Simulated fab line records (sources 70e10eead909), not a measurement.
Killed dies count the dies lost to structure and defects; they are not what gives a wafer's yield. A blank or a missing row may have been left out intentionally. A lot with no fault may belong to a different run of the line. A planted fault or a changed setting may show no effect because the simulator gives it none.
A struck lot beside a sound one -- flow nand harc -- 40 steps out of a route of 1302
Sound: these wafers, L287.3, L287.4, L287.6. Wafers L296.2, L296.4, L296.6 were the ones struck. At the end, the cause is stated.
Per side, at each step with rows, come the tool, then ch with its chambers, and then its first start. Under that, the readings that differ: sound wafers -- struck wafers -- difference of the means -- sigmas: that difference in standard deviations of wafers without a fault.
alike: readings whose means differ by less than 2 such deviations, and words and numbers that are the same on both sides. not compared: withheld readings, readings that some wafer has no value for, bounds like >300 that may hide the same value, and numbers for which the record gives no deviation and whose values overlap.
Wherever a step has rows on one side only, a row that says differs or no value, or a row with sigmas, the two part there. Numbers that don't overlap but have no deviation are shown without sigmas and don't part them. A reading that every wafer of one side lacks parts them only if that side has two wafers or more.

first, 1 step without rows for these wafers: NHARC_A_BONDPAD_PRE_CLEAN_26 (time 30 s).
NHARC_A_BONDPAD_PVD_17: deposits TaN, target thk 5 nm, time 8.06 s.
  sound on pvd sputter-03; struck on pvd sputter-01
  alike: throttle valve pct
then, 2 steps without rows for these wafers: NHARC_A_BONDPAD_PVD_27 (deposits Cu, target thk 30 nm, time 20.49 s); NHARC_A_BONDPAD_ECD_18 (material Cu, target thk 400 nm).
NHARC_A_BONDPAD_ANNEAL_28: time 90 s.
  sound on rtp anneal-01 ch 0, day 24 01:41; struck on rtp anneal-02 ch 0, day 27 19:27
  alike: wafer_temp_C_max
then, 1 step without rows for these wafers: NHARC_A_BONDPAD_CMP_19 (polishes, t overpolish 30 s, cu recess touch 16 s, target thk 169.82 nm).
NHARC_A_BONDPAD_THK_MEAS_20: measures by xrf.
  struck on film metro-02, day 27 20:06; sound on film metro-02, day 24 02:15
  alike: thk nm
then, 1 step without rows for these wafers: NHARC_A_BONDPAD_SRD_21 (time 30 s, dry time 20 s).
NHARC_A_BONDPAD_INSPECT_23:
  struck on defect inspect-02, day 27 20:18; sound on defect inspect-02, day 24 02:28
  alike: raw defect count
then, 1 step without rows for these wafers: NHARC_HYBRID_BOND_ACTIVATE_00 (chemistry N2, time 60 s).
NHARC_HYBRID_BOND_PRECLEAN_01: cleans in DIW, time 300 s.
  sound on wet bench-10 ch 0,2,5, day 24 02:41; struck on wet bench-10 ch 1,2,6, day 27 20:31
then, 3 steps without rows for these wafers: NHARC_HYBRID_BOND_SRD_02 (time 30 s, dry time 20 s); NHARC_HYBRID_BOND_BOND_03; NHARC_HYBRID_BOND_ANNEAL_04 (time 7200 s).
NHARC_HYBRID_BOND_OVL_MEAS_05:
  struck on overlay-02, day 28 04:30; sound on overlay-01, day 24 11:43
  alike: overlay x nm, overlay y nm
then, 1 step without rows for these wafers: NHARC_THIN_TSV_GRIND_00.
NHARC_THIN_TSV_CMP_01: polishes.
  sound on cmp-02 ch 1,3, day 24 14:19; struck on cmp-04 ch 0,2, day 28 07:08
  alike: motor current A
NHARC_THIN_TSV_THK_MEAS_02: measures by ir.
  struck on film metro-02, day 28 07:23; sound on film metro-02, day 24 14:35
  alike: thk nm
then, 3 steps without rows for these wafers: NHARC_THIN_TSV_SRD_03; NHARC_THIN_TSV_PRECLEAN_41 (cleans in SC1); NHARC_THIN_TSV_SRD_42.
NHARC_THIN_TSV_DEP_43: deposits SiO2, target thk 1328.5 nm.
  sound on pecvd-04 ch 0,1,2, day 24 14:48; struck on pecvd-03 ch 0,2, day 28 07:36
  alike: flow sccm, throttle valve pct
then, 8 steps without rows for these wafers: NHARC_THIN_TSV_DEHYDRATE_04 (time 120 s); NHARC_THIN_TSV_HMDS_05 (time 30 s); NHARC_THIN_TSV_COAT_06; NHARC_THIN_TSV_SOFTBAKE_07 (time 95 s); NHARC_THIN_TSV_EBR_08; NHARC_THIN_TSV_EXPOSE_09 (exposes mask TSV); NHARC_THIN_TSV_PEB_10 (peb time 85 s); NHARC_THIN_TSV_DEVELOP_11 (time 70 s).
NHARC_THIN_TSV_CD_MEAS_12 targets a cd of 1000 nm.
  sound on cd sem-02 ch 0, day 24 15:38; struck on cd sem-03 ch 0, day 28 08:26
  alike: cd nm
then, 4 steps without rows for these wafers: NHARC_THIN_TSV_HARDBAKE_13 (time 80 s); NHARC_THIN_TSV_DESCUM_14 (chemistry O2, time 3 s); NHARC_THIN_TSV_ETCH_44 (etches the open film in CF4/O2, target depth 1594.2 nm, time 797.1 s); NHARC_THIN_TSV_ETCH_15 (target depth 3000 nm, bosch target overetch cycles 2, bosch etch step 2.8 s).
NHARC_THIN_TSV_CD_MEAS_16:
  struck on cd sem-02, day 28 09:24; sound on cd sem-03, day 24 16:36
  alike: cd nm
NHARC_THIN_TSV_STRIP_45: strips in O2.
  sound on plasma asher-01 ch 0,1, day 24 16:46; struck on plasma asher-01 ch 0, day 28 09:28
  alike: drypump motor current A, heater power w
  not compared: rf hours counter h
then, 2 steps without rows for these wafers: NHARC_THIN_TSV_STRIP_46 (strips in post etch residue remover, time 1200 s); NHARC_THIN_TSV_DEP_47 (deposits SiO2, target thk 200 nm).
NHARC_END_SORT_01:
  sound on prober-02 ch 0, day 25 08:26; struck on prober-02 ch 0, day 29 01:01
reading,sound,struck,difference,sigmas
defect limited yield (%),87.6 88.0 90.5,85.2 84.2 78.4,-6.1,-3
killed at other,0 0 0,42 60 90,+64,+58
killed at periphery,9 13 15,3 3 3,-9,-3
killed dies,84 81 64,100 107 146,+41,+3
  alike: killed at array, killed open, killed short

== WHERE THEY PART ==
At NHARC_END_SORT_01 and nowhere else, as far as this record goes.

WHY: what had been put in by the simulator
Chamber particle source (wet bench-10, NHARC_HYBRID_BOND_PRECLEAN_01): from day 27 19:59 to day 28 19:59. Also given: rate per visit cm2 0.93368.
